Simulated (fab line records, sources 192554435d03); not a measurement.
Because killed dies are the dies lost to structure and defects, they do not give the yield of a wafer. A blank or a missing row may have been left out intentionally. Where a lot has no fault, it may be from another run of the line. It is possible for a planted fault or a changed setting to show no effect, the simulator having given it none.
Split-lot experiment | flow n5_finfet | 21 wafers read across 7 lots, on a route 1938 steps long

ON THE SPLIT
At N5_BEOL_M5_TRENCH_ETCH_37 (etches SiCOH lowk in C4F6/O2, target depth 71.652 nm, time 24.7 s), the setting time_s was moved away from the recipe's 24.7 s on 5 of the 21 wafers read, by -7.0% to +11.1%. The other wafers ran this setting at the recipe's value.

FROM THE SPLIT TO THE READING: what the file shows between them, 12 steps
- N5_BEOL_M5_ETCH_41: etches SiCN in CH3F/O2, target depth 31.5 nm, time 56.7 s (also split here: source_w)
- N5_BEOL_M5_STRIP_91: strips in N2/H2, time 10 s
- N5_BEOL_M5_OCD_MEAS_38
- N5_BEOL_M5_SPUTTER_83: material Cu, target thk 15 nm, time 27.62 s (also split here: time_s)
- N5_BEOL_M5_ANNEAL_84: time 1800 s
- N5_BEOL_M5_SPUTTER_88: material Cu, target thk 15 nm, time 27.62 s
- N5_BEOL_M5_ECD_50: material Cu, target thk 300 nm
- N5_BEOL_M5_ANNEAL_51: time 90 s
- N5_BEOL_M5_CMP_52: polishes, stops on SiCOH lowk, t overpolish 6.9 s, target thk 62 nm
- N5_BEOL_M5_PRE_CLEAN_77: time 15 s
- N5_BEOL_M5_PRE_CLEAN_55: time 15 s
- N5_BEOL_M5_DEP_56: deposits SiCN from 3MS/NH3, target thk 8 nm, time 14 s

THE READING
M5_RS (ohm/sq), read at N5_BEOL_M5_RS_MEAS_57 with a four-point probe. Fault-free wafers of this fab line usually give 0.391 ohm/sq, standard deviation 0.012 ohm/sq.

wafer  | tool, chamber at the split | time_s as run, s | against the recipe | M5_RS, ohm/sq | against lot-mates on the recipe
L075.1 | rie_diel-03, 0             | 24.7             | recipe             | 0.386         | -
L075.2 | rie_diel-03, 3             | 24.7             | recipe             | 0.376         | -
L075.3 | rie_diel-03, 2             | 24.7             | recipe             | 0.393         | -
L076.2 | rie_diel-03, 1             | 24.7             | recipe             | 0.390         | -
L076.4 | rie_diel-03, 3             | 22.98            | -7.0%              | 0.420         | +0.029
L076.6 | rie_diel-03, 1             | 24.7             | recipe             | 0.392         | -
L081.2 | rie_diel-03, 1             | 24.7             | recipe             | 0.405         | -
L081.3 | rie_diel-03, 0             | 24.7             | recipe             | 0.409         | -
L081.6 | rie_diel-03, 2             | 24.7             | recipe             | 0.389         | -
L086.1 | rie_diel-03, 0             | 24.7             | recipe             | 0.401         | -
L086.3 | rie_diel-03, 1             | 24.7             | recipe             | 0.390         | -
L086.5 | rie_diel-03, 1             | 24.7             | recipe             | 0.394         | -
L087.3 | rie_diel-01, 3             | 27.43            | +11.1%             | 0.329         | no lot-mate on the recipe
L087.4 | rie_diel-01, 1             | 27.43            | +11.1%             | 0.332         | no lot-mate on the recipe
L087.5 | rie_diel-01, 2             | 27.43            | +11.1%             | 0.342         | no lot-mate on the recipe
L091.2 | rie_diel-03, 0             | 24.7             | recipe             | 0.392         | -
L091.3 | rie_diel-03, 3             | 24.7             | recipe             | 0.387         | -
L091.4 | rie_diel-03, 1             | 24.7             | recipe             | 0.394         | -
L092.1 | rie_diel-03, 2             | 24.7             | recipe             | 0.401         | -
L092.4 | rie_diel-03, 0             | 24.7             | recipe             | 0.406         | -
L092.6 | rie_diel-03, 2             | 26.65            | +7.9%              | 0.355         | -0.049

FIT RESULTS
A straight line over all 21 wafers: M5_RS changes by -0.00511 ohm/sq for each +1% of time_s; r = -0.95; the points scatter about the line by 0.0083 ohm/sq.
The same after taking each lot's own level away (the mean of its wafers on the recipe; 18 wafers): -0.00527 ohm/sq for each +1%; r = -0.92; scatter 0.006 ohm/sq.
According to that fit, moving time_s by its largest amount changes the reading by 0.058 ohm/sq.
From 0.3850 to 0.4035 ohm/sq: that is the span of the lots' own levels, equal to 1.5 times the standard deviation above.
Hence the lot-to-lot level has little effect on the slope; both slopes agree.
Check: for one of the wafers moved furthest among these (+7.9%), held out of the fit, the line's prediction against its lot-mates is -0.0329 ohm/sq. Against them it came out at -0.0485 ohm/sq.

FURTHER SPLITS ON THESE WAFERS
These wafers also went through other splits before the reading. Each is held against what the fit with the lots' levels taken away leaves over:
other split on the same wafers       | wafers away from the commonest value | r with M5_RS (lot level and that fit taken away)
N5_MOL_CONTACT_COAG_COAT_64 spin_rpm | 4                                    | +0.00
N5_BEOL_M0_SAQP_ETCH_107 source_w    | 8                                    | +0.27
N5_BEOL_M0_SAQP_COAT_69 spin_rpm     | 7                                    | +0.02
N5_BEOL_M3_ETCH_70 source_w          | 10                                   | +0.12
N5_BEOL_M3_ETCH_41 target_depth_a    | 11                                   | +0.02
N5_BEOL_M5_ETCH_41 source_w          | 9                                    | +0.30
N5_BEOL_M5_SPUTTER_83 time_s         | 6                                    | +0.16

THE WHOLE CHAIN: every reading that the file lists as answering this split, in the file's order
step                      | what it does                                                        | reading                                                                      | change (the file's fit)               | r (the file's)
N5_BEOL_M5_TRENCH_ETCH_37 | etches SiCOH lowk in C4F6/O2, target depth 71.652 nm, time 24.7 s   | etch.depth_nm (the simulator's own value, which no gauge read)               | +0.655 nm for each +1% of the setting | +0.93
N5_BEOL_M5_TRENCH_ETCH_37 | etches SiCOH lowk in C4F6/O2, target depth 71.652 nm, time 24.7 s   | BEOL_M5.feature_depth_nm (the simulator's own value, which no gauge read)    | +0.646 nm for each +1% of the setting | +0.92
N5_BEOL_M5_OCD_MEAS_38    |                                                                     | trench_depth_nm                                                              | +0.606 nm for each +1% of the setting | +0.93
N5_BEOL_M5_CMP_52         | polishes, stops on SiCOH lowk, t overpolish 6.9 s, target thk 62 nm | Cu_of_BEOL_M5_ECD_50.thk_nm (the simulator's own value, which no gauge read) | +0.679 nm for each +1% of the setting | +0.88
N5_BEOL_M5_RS_MEAS_57     | measures by four-point-probe                                        | M5_RS                                                                        | -0.00526 for each +1% of the setting  | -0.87

FILE'S OWN FIT
M5_RS changes by -0.00526 ohm/sq for each +1% of time_s, r = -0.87.
